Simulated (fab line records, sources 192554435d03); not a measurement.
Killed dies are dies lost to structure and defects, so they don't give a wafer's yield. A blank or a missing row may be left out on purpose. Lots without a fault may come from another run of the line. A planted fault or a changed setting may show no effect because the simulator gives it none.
Split-lot experiment | flow n5_finfet | 7 lots, 21 wafers read, on a route of 1938 steps

THE SPLIT
At N5_MOL_CONTACT_COAG_ETCH_106 (etches SOC in N2/H2, target depth 80 nm, overetch 16 nm, time 120 s), the setting source_w was moved away from the recipe's 840 W on 8 of the 21 wafers read, by -15.9% to +17.5%. The other wafers ran this setting at the recipe's value.

The reading is taken at the split's own step.

THE READING
rf_vpp_V, in V, at N5_MOL_CONTACT_COAG_ETCH_106 (etches SOC in N2/H2, target depth 80 nm, overetch 16 nm, time 120 s). Fault-free wafers of this fab line usually give 523.2 V, standard deviation 2.2 V.

wafer  | tool, chamber at the split | source_w as run, W | against the recipe | rf_vpp_V, V | against lot-mates on the recipe
L075.1 | rie_diel-05, 3             | 840                | recipe             | 519.1       | -
L075.3 | rie_diel-05, 0             | 840                | recipe             | 523.9       | -
L075.4 | rie_diel-05, 2             | 840                | recipe             | 524.9       | -
L083.1 | rie_diel-06, 3             | 794.9              | -5.4%              | 532.0       | +9.3
L083.2 | rie_diel-06, 2             | 794.9              | -5.4%              | 531.2       | +8.5
L083.6 | rie_diel-06, 2             | 840                | recipe             | 522.7       | -
L084.3 | rie_diel-06, 0             | 840                | recipe             | 521.9       | -
L084.4 | rie_diel-06, 3             | 840                | recipe             | 520.5       | -
L084.6 | rie_diel-06, 1             | 840                | recipe             | 525.5       | -
L089.1 | rie_diel-01, 0             | 840                | recipe             | 528.9       | -
L089.2 | rie_diel-01, 1             | 840                | recipe             | 522.6       | -
L089.4 | rie_diel-01, 3             | 840                | recipe             | 526.7       | -
L091.4 | rie_diel-06, 3             | 986.6              | +17.5%             | 493.2       | -28.0
L091.5 | rie_diel-06, 0             | 840                | recipe             | 521.2       | -
L091.6 | rie_diel-06, 3             | 986.6              | +17.5%             | 493.7       | -27.5
L095.3 | rie_diel-06, 3             | 840                | recipe             | 520.7       | -
L095.4 | rie_diel-06, 0             | 706.8              | -15.9%             | 551.1       | +29.4
L095.5 | rie_diel-06, 3             | 840                | recipe             | 522.8       | -
L097.2 | rie_diel-06, 3             | 882.6              | +5.1%              | 513.2       | no lot-mate on the recipe
L097.4 | rie_diel-06, 1             | 882.6              | +5.1%              | 517.4       | no lot-mate on the recipe
L097.5 | rie_diel-06, 3             | 882.6              | +5.1%              | 512.1       | no lot-mate on the recipe

THE FIT
A straight line over all 21 wafers: rf_vpp_V changes by -1.71 V for each +1% of source_w; r = -0.98; the points scatter about the line by 2.4 V.
The same after taking each lot's own level away (the mean of its wafers on the recipe; 18 wafers): -1.67 V for each +1%; r = -0.99; scatter 2 V.
On that fit, the largest move of source_w shifts the reading by 29 V.
The lots' own levels span 521.20 to 526.07 V, that is 2.2 times the standard deviation above.
So the lot-to-lot level changes the slope little: the two slopes agree.
Check: with one of the wafers moved furthest among these (+17.5%) left out of the fit, the line predicts -29.3 V for it against its lot-mates. It came out at -28 V against them.
Tool readings at the split's step, against how far the setting was moved: rf_vpp_V r = -0.98.

OTHER SPLITS ON THESE WAFERS
These wafers also went through other splits before the reading. Each is held against what the fit with the lots' levels taken away leaves over:
other split on the same wafers        | wafers away from the commonest value | r with rf_vpp_V (lot level and that fit taken away)
N5_MOL_CONTACT_COAG_EXPOSE_05 dose_mj | 4                                    | -0.06

THE FILE'S OWN FIT
rf_vpp_V changes by -1.71 V for each +1% of source_w, r = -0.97.
